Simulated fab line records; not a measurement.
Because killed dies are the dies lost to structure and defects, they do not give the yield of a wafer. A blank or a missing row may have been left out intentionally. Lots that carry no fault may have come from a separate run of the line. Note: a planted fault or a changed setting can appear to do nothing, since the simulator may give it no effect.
Which tool did it?    flow n5-finfet    10 lots with 30 wafers sampled at 4 steps, on a route of 1938 steps

== WHAT THE GAUGES SHOWED, per wafer ==
N5_BEOL_M7_INSPECT_58: inspects for defects (darkfield).
lot   measured      on                 raw-defect-count
L324  day 11 00:32  defect-inspect-02  57 34 40
L325  day 11 02:41  defect-inspect-01  77 47 76
L326  day 11 21:08  defect-inspect-01  72 64 67
L330  day 12 08:04  defect-inspect-02  89 126 53
L335  day 12 15:10  defect-inspect-02  69 58 73
L334  day 13 12:21  defect-inspect-01  30 61 49
L337  day 14 04:26  defect-inspect-01  71 43 48
L340  day 15 02:00  defect-inspect-01  83 109 128
L342  day 15 05:38  defect-inspect-02  43 79 51
L344  day 16 00:47  defect-inspect-02  94 146 86

N5_BEOL_M8_OVL_MEAS_12.
lot   measured      on          M8_OVL (nm)
L324  day 11 01:58  overlay-01  -1.6 -0.8 -1.1
L325  day 11 05:24  overlay-01  0.2 0.8 1.2
L326  day 11 22:58  overlay-01  11.3 12.0 10.6
L330  day 12 09:47  overlay-02  11.7 11.4 12.4
L335  day 12 16:56  overlay-02  0.1 -0.4 0.6
L334  day 13 16:16  overlay-02  -0.4 -0.2 0.2
L337  day 14 08:42  overlay-01  0.5 1.0 0.4
L340  day 15 04:05  overlay-02  -0.9 -0.7 0.3
L342  day 15 11:19  overlay-01  0.5 1.2 1.0
L344  day 16 03:38  overlay-01  0.2 1.5 0.6

== EACH LOT AND THE TOOL THAT RAN IT (in order: tool; ch and the chambers of the sampled wafers; start) ==
lot   N5_BEOL_M7_CMP_52              N5_BEOL_M8_EXPOSE_08
L324  cmp-04 ch 0,1,2, day 11 00:05  arfi-scanner-02 ch 0, day 11 01:48
L325  cmp-03 ch 2,3, day 11 02:14    arfi-scanner-01 ch 0, day 11 05:15
L326  cmp-01 ch 1,2, day 11 20:43    arfi-scanner-02 ch 0, day 11 22:49
L330  cmp-04 ch 0,1,3, day 12 07:37  arfi-scanner-02 ch 0, day 12 09:37
L335  cmp-03 ch 0,1, day 12 14:44    arfi-scanner-01 ch 0, day 12 16:47
L334  cmp-04 ch 0,1,3, day 13 12:01  arfi-scanner-01 ch 0, day 13 16:07
L337  cmp-03 ch 0,1,3, day 14 04:07  arfi-scanner-01 ch 0, day 14 08:32
L340  cmp-04 ch 1,2,3, day 15 01:33  arfi-scanner-01 ch 0, day 15 03:56
L342  cmp-04 ch 0,1,3, day 15 05:13  arfi-scanner-03 ch 0, day 15 11:10
L344  cmp-04 ch 1,2,3, day 16 00:20  arfi-scanner-01 ch 0, day 16 03:28
- N5_BEOL_M7_CMP_52: polishes, stops on SiCOH lowk, t overpolish 6.9 s, target thk 80 nm.
- N5_BEOL_M8_EXPOSE_08: exposes mask M8.

== WHAT THE TOOLS THEMSELVES READ (means of the sampled wafers that have a number; where no wafer has one, the mark that the record gives instead) ==
N5_BEOL_M7_CMP_52.
lot   tool    barrier-field-endpoint-s (s)  edge-zone-pressure-frac  head-pressure-psi (psi)  motor-current-A (A)  overpolish-run-s (s)  time-to-endpoint-s (s)
L324  cmp-04  28.4                          0.999                    0.9995                   5.6                  6.894                 59.8
L325  cmp-03  28.9                          0.998                    0.9999                   6.1                  6.906                 61.5
L326  cmp-01  29.7                          0.996                    1.0004                   6.0                  6.902                 61.3
L330  cmp-04  28.3                          0.998                    0.9988                   5.2                  6.904                 59.1
L335  cmp-03  29.0                          1.004                    0.9999                   6.0                  6.900                 60.6
L334  cmp-04  28.1                          0.996                    0.9994                   5.0                  6.900                 61.1
L337  cmp-03  28.4                          0.998                    1.0002                   6.1                  6.896                 61.4
L340  cmp-04  28.3                          0.998                    1.0000                   5.4                  6.899                 58.1
L342  cmp-04  28.5                          1.002                    1.0013                   5.4                  6.902                 60.4
L344  cmp-04  28.2                          1.000                    0.9999                   5.4                  6.899                 58.2

N5_BEOL_M8_EXPOSE_08.
lot   tool             stage-vel-mm-s (mm/s)
L324  arfi-scanner-02  499.89
L325  arfi-scanner-01  499.70
L326  arfi-scanner-02  500.02
L330  arfi-scanner-02  500.05
L335  arfi-scanner-01  499.90
L334  arfi-scanner-01  499.94
L337  arfi-scanner-01  499.84
L340  arfi-scanner-01  500.09
L342  arfi-scanner-03  499.65
L344  arfi-scanner-01  499.81

== THE ANSWER, worked out from the rows above alone ==
Rule: what is usual is taken from the lots themselves. The widest of any qualifying gaps counts: lots, ordered by their means at a reading, are off when they make up no more than a third of the lots, leave a main group of 4 or more, and stand apart from it by 3 or more times the standard deviation of that group's means. A main group whose means are all the same, to the digits that the tables above print for the reading, isn't used. A lot without any number at a reading at which 4 lots or more have one is off too. All remaining lots with rows at the step are treated as sound. The gauges are gone through in route order, then the tools' own readings, and for those a lot's mean is taken as printed above. At the first step where some lot is off, the reading lying furthest off is the one used; lots without a number count as furthest.
Off: L326, L330, seen at N5_BEOL_M8_OVL_MEAS_12 (M8_OVL). For the main group the mean is 0.2 nm and the standard deviation 0.68.
If a tool, at a process step before that reading, ran all the lots that are off and no sound lot after the first of them, it fits. Those tools and the gauges at N5_BEOL_M8_OVL_MEAS_12 are tried in the same way. One fits: N5_BEOL_M8_EXPOSE_08 on arfi-scanner-02. A fault onset in the window from L324 (day 11 01:48, its last sound lot) to L326 (day 11 22:49, its first lot off) fits.

== WHAT THE SIMULATOR HAD PUT IN ==
Scanner matching overlay: arfi-scanner-02, from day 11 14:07 on, at N5_BEOL_M8_EXPOSE_08. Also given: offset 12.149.
Shown lots that were struck: L326, L330. The same result came from the rule above.
